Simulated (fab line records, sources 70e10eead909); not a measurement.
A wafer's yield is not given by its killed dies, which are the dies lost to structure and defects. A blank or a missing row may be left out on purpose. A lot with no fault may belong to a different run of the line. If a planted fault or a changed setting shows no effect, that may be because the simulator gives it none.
Matching of chambers    flow nand harc    4 sister chambers for NHARC_A_STAIRCASE_ETCHBACK_157 on rie diel-11
The step etches the open film in CH3F/O2, target depth 90 nm, time 167.14 s. 4 wafers are shown with their chamber, then 7 later ones without.

## WAFERS PAIRED WITH THEIR CHAMBERS
wafer   chamber  showerhead plenum p Torr (Torr)
L150.5  2        2.36
L152.5  0        2.27
L156.2  1        2.54
L156.3  3        2.37

## WAFERS WHOSE CHAMBER IS MISSING
wafer   showerhead plenum p Torr (Torr)
L156.4  2.36
L158.2  2.37
L158.4  2.36
L158.6  2.53
L167.1  2.53
L167.2  2.65
L167.3  2.36

## WHICH CHAMBER EACH ONE RAN IN
wafer    from the rows above       in truth
L156.4   can't be placed: 2 or 3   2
L158.2   can't be placed: 3 or 2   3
L158.4   can't be placed: 2 or 3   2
L158.6   1                         1
L167.1   1                         1
L167.2   1                         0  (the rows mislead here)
L167.3   can't be placed: 2 or 3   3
Correct placement for 2 of the 7. These rows do not allow placing 4 (true chamber among the candidates in 4). Number placed wrongly: 1.
How it was worked out, from the rows above alone: a wafer's distance from a chamber is the root of the sum, over the readings, of the square of ((its reading less the chamber's mean) divided by the reading's scatter). If the next closest chamber is less than 2 further off than the closest, the wafer can't be placed; otherwise it belongs to the closest. A chamber's mean is the mean of its shown wafers. The scatter: with one shown wafer a chamber, the root of the mean of the squares of how far each hidden wafer lies from its nearest shown one.
